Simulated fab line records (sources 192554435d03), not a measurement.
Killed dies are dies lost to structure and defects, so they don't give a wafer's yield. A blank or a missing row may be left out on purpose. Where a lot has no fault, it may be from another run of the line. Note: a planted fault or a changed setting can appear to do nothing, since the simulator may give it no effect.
Chamber matching + flow n5-finfet + N5_HKMG_FIN_PWFM_ALD_03 on ald-metal-01 has 4 sister chambers
The step deposits TiN, target thk 2 nm, pulse time 1 s, purge time 3 s. 27 wafers are shown with their chamber, then 12 later ones without.

## WAFERS, EACH WITH ITS CHAMBER
| wafer  | chamber | heater-power-w (W) | chamber-pressure-Torr (Torr) | precursor-pulse-height-rel |
|--------|---------|--------------------|------------------------------|----------------------------|
| L074.2 | 3       | 768                | 2.997                        | 1.002                      |
| L074.3 | 1       | 1105               | 3.007                        | 0.990                      |
| L074.4 | 0       | 946                | 2.998                        | 0.993                      |
| L076.2 | 1       | 1079               | 2.991                        | 0.962                      |
| L076.3 | 3       | 760                | 3.002                        | 1.021                      |
| L076.5 | 2       | 872                | 2.991                        | 0.999                      |
| L075.4 | 1       | 1074               | 2.991                        | 0.999                      |
| L075.5 | 2       | 891                | 3.000                        | 0.998                      |
| L075.6 | 3       | 755                | 3.003                        | 1.018                      |
| L077.4 | 3       | 790                | 2.996                        | 1.006                      |
| L077.5 | 1       | 1069               | 2.992                        | 0.997                      |
| L077.6 | 2       | 863                | 2.999                        | 1.001                      |
| L079.2 | 3       | 769                | 3.000                        | 1.011                      |
| L079.5 | 3       | 779                | 3.006                        | 1.006                      |
| L079.6 | 2       | 869                | 2.991                        | 1.031                      |
| L080.2 | 2       | 863                | 3.003                        | 0.979                      |
| L080.3 | 3       | 777                | 3.004                        | 0.971                      |
| L080.6 | 3       | 773                | 3.004                        | 1.000                      |
| L081.3 | 1       | 1098               | 2.991                        | 0.997                      |
| L081.5 | 2       | 899                | 2.996                        | 1.025                      |
| L081.6 | 3       | 777                | 2.994                        | 1.019                      |
| L082.2 | 3       | 774                | 3.002                        | 0.993                      |
| L082.4 | 0       | 930                | 3.010                        | 0.978                      |
| L082.5 | 1       | 1089               | 2.999                        | 1.016                      |
| L085.1 | 1       | 1077               | 2.997                        | 1.000                      |
| L085.2 | 2       | 887                | 3.004                        | 1.020                      |
| L085.3 | 0       | 923                | 3.009                        | 0.972                      |

SIGNATURES (averages over the wafers above)
| reading                    | chamber 0 | chamber 1 | chamber 2 | chamber 3 | scatter within a chamber |
|----------------------------|-----------|-----------|-----------|-----------|--------------------------|
| heater-power-w             | 933.00    | 1084.43   | 877.71    | 772.20    | 12.3                     |
| chamber-pressure-Torr      | 3.00567   | 2.99543   | 2.99771   | 3.00080   | 0.00517                  |
| precursor-pulse-height-rel | 0.98100   | 0.99443   | 1.00757   | 1.00470   | 0.016                    |
Rule: a wafer's distance from a chamber is the root of the sum, over the readings, of the square of ((its reading less the chamber's mean) divided by the reading's scatter). The wafer belongs to the nearest chamber; if the next one is less than 2 further off, it can't be placed. The scatter: the root of (the sum of the squares of (reading less its chamber's mean) over the shown wafers, divided by (wafers less chambers)).

## WAFERS WITHOUT THEIR CHAMBER
| wafer  | heater-power-w (W) | chamber-pressure-Torr (Torr) | precursor-pulse-height-rel |
|--------|--------------------|------------------------------|----------------------------|
| L091.1 | 1101               | 2.989                        | 1.051                      |
| L091.3 | 938                | 3.007                        | 1.019                      |
| L091.6 | 1123               | 2.991                        | 1.019                      |
| L092.2 | 1073               | 2.995                        | 1.007                      |
| L092.5 | 764                | 3.002                        | 1.020                      |
| L092.6 | 878                | 2.992                        | 0.950                      |
| L094.1 | 766                | 3.000                        | 0.967                      |
| L094.2 | 1100               | 3.003                        | 1.042                      |
| L094.3 | 866                | 3.005                        | 0.980                      |
| L096.4 | 920                | 2.997                        | 0.972                      |
| L096.5 | 786                | 3.001                        | 0.967                      |
| L096.6 | 925                | 3.008                        | 1.056                      |

## WHICH CHAMBER EACH ONE RAN IN
| wafer  | from the rows above     | in truth |
|--------|-------------------------|----------|
| L091.1 | 1                       | 1        |
| L091.3 | 0                       | 0        |
| L091.6 | 1                       | 1        |
| L092.2 | 1                       | 1        |
| L092.5 | 3                       | 3        |
| L092.6 | can't be placed: 2 or 0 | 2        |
| L094.1 | 3                       | 3        |
| L094.2 | 1                       | 1        |
| L094.3 | 2                       | 2        |
| L096.4 | 0                       | 0        |
| L096.5 | 3                       | 3        |
| L096.6 | can't be placed: 0 or 2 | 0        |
Correct placement for 10 of the 12. These rows do not allow placing 2 (true chamber among the candidates in 2). 0 placed wrongly.
